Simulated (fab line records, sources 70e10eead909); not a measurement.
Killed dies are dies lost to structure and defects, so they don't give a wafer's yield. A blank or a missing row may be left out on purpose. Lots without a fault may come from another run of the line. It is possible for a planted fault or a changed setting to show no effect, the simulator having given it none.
A struck lot beside a sound one + flow nandHarc + 12 steps out of a route of 1302
Sound: the wafers L250.3, L250.4, L250.6. Wafers L268.2, L268.3, L268.6 were the ones struck. Last of all comes the cause.
Each step with rows lists, per side, the tool, then ch with its chambers, then its first start. Under that, the readings that differ: sound wafers + struck wafers + difference of the means + sigmas: that difference in standard deviations of wafers without a fault.
alike: readings with means less than 2 such deviations apart, plus words and numbers identical on both sides. not compared: withheld readings, readings lacking a value on some wafer, bounds such as >300 that could conceal the same value, and numbers that have no deviation in the record and whose values overlap.
A row with sigmas, a row that says differs or no value, or rows on one side alone: a step with any of these is where the two part. When numbers do not overlap yet have no deviation, they are printed without sigmas and do not part them. A reading that every wafer of one side lacks parts them only if that side has two wafers or more.

first, 9 steps without rows for these wafers: NHARC_A_STAIRCASE_DEHYDRATE_433 (time 120 s); NHARC_A_STAIRCASE_HMDS_434 (time 30 s); NHARC_A_STAIRCASE_COAT_435; NHARC_A_STAIRCASE_SOFTBAKE_436 (time 170 s); NHARC_A_STAIRCASE_EBR_437; NHARC_A_STAIRCASE_EXPOSE_438 (exposes mask STAIR REV); NHARC_A_STAIRCASE_PEB_439 (peb time 130 s); NHARC_A_STAIRCASE_DEVELOP_440 (time 140 s); NHARC_A_STAIRCASE_HARDBAKE_442 (time 140 s).
NHARC_A_STAIRCASE_DESCUM_443: chemistry O2, time 3 s.
  sound on rieDiel-07 ch 0,1,2, day 19 13:20; struck on rieDiel-04 ch 2,3, day 27 05:50
  alike: drypumpMotorCurrentA, oesProductAu, rfVppV, showerheadPlenumPTorr, throttleValvePct
  not compared: rfHoursCounterH
NHARC_A_STAIRCASE_ETCH_444: etches the open film in C4F8/O2, target depth 20400 nm, time 6800 s.
  sound on rieDiel-07 ch 0,3, day 19 13:24; struck on rieDiel-04 ch 0,2, day 27 06:25
  no value came back on the struck wafers for any of 5 readings (biasW (W), chamberPressureMTorr (mTorr) and others); on the sound wafers biasW (W) reads 1000.2 1000.2 998.8
  not compared: rfHoursCounterH
-- break in the record here, with 6 days between the starts of the struck wafers on either side (left off in module A_STAIRCASE, picked up again in module END, where the first step shown is number 1302 on the route) --
NHARC_END_SORT_01:
  here the record holds rows for the struck wafers (prober-01 ch 0, day 33 05:37) but none for the sound ones

WHERE THEY PART
At NHARC_A_STAIRCASE_ETCH_444 first; at NHARC_END_SORT_01 last (within this record only).

WHY: what had been put in by the simulator
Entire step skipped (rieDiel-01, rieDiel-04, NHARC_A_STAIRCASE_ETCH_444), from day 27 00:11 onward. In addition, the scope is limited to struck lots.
